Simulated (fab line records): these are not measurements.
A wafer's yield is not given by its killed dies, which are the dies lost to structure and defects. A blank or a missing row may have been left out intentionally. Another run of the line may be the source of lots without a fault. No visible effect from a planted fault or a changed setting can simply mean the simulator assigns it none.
Matching of chambers    flow n5 finfet    4 sister chambers for N5_GATE_CUT_ETCH_36 on rie diel-02
The step etches SiARC in CF4, target depth 13 nm, time 21.7 s. 14 wafers are shown with their chamber, then 7 later ones without.

== WAFERS, EACH WITH ITS CHAMBER ==
wafer   chamber  showerhead plenum p Torr (Torr)  drypump motor current A (A)  throttle valve pct (%)
L076.2  1        2.27                             5.95                         15.29
L076.5  1        2.27                             5.97                         15.28
L076.6  2        2.14                             5.97                         15.32
L078.1  0        2.12                             5.50                         15.83
L078.2  1        2.26                             5.97                         15.29
L078.6  2        2.14                             5.94                         15.35
L081.2  3        2.12                             6.16                         15.77
L081.4  1        2.26                             5.97                         15.32
L081.6  2        2.14                             5.96                         15.36
L083.3  2        2.14                             5.92                         15.37
L083.5  2        2.14                             5.94                         15.36
L083.6  1        2.26                             5.98                         15.30
L084.2  2        2.14                             5.97                         15.35
L084.3  1        2.26                             5.97                         15.32

SIGNATURES, as means of the wafers listed above
reading                   chamber 0  chamber 1  chamber 2  chamber 3  scatter within a chamber
showerhead plenum p Torr  2.1200     2.2633     2.1400     2.1200     0.00365
drypump motor current A   5.5000     5.9683     5.9500     6.1600     0.0158
throttle valve pct        15.8300    15.3000    15.3517    15.7700    0.017
Rule: a wafer lies at a distance from a chamber equal to the root of the sum of squares, over the readings, of (its reading less the chamber's mean, divided by the reading's scatter). The wafer belongs to the nearest chamber; if the next one is less than 2 further off, it can't be placed. The scatter is the square root of a quotient: the sum, over the shown wafers, of each reading's squared deviation from its chamber's mean, divided by wafers minus chambers.

== WAFERS WITHOUT THEIR CHAMBER ==
wafer   showerhead plenum p Torr (Torr)  drypump motor current A (A)  throttle valve pct (%)
L084.6  2.14                             5.98                         15.36
L086.1  2.26                             5.98                         15.34
L086.2  2.12                             5.44                         15.41
L086.5  2.12                             5.46                         15.42
L091.4  2.25                             5.96                         15.36
L091.5  2.12                             6.13                         15.33
L091.6  2.13                             5.96                         15.41

== CHAMBER TAKEN BY EACH ==
wafer    from the rows above   in truth
L084.6   2                     2
L086.1   1                     1
L086.2   0                     0
L086.5   0                     0
L091.4   1                     1
L091.5   2                     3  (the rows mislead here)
L091.6   2                     2
Correct placement for 6 of the 7. From these rows, 0 cannot be placed. Number placed wrongly: 1.
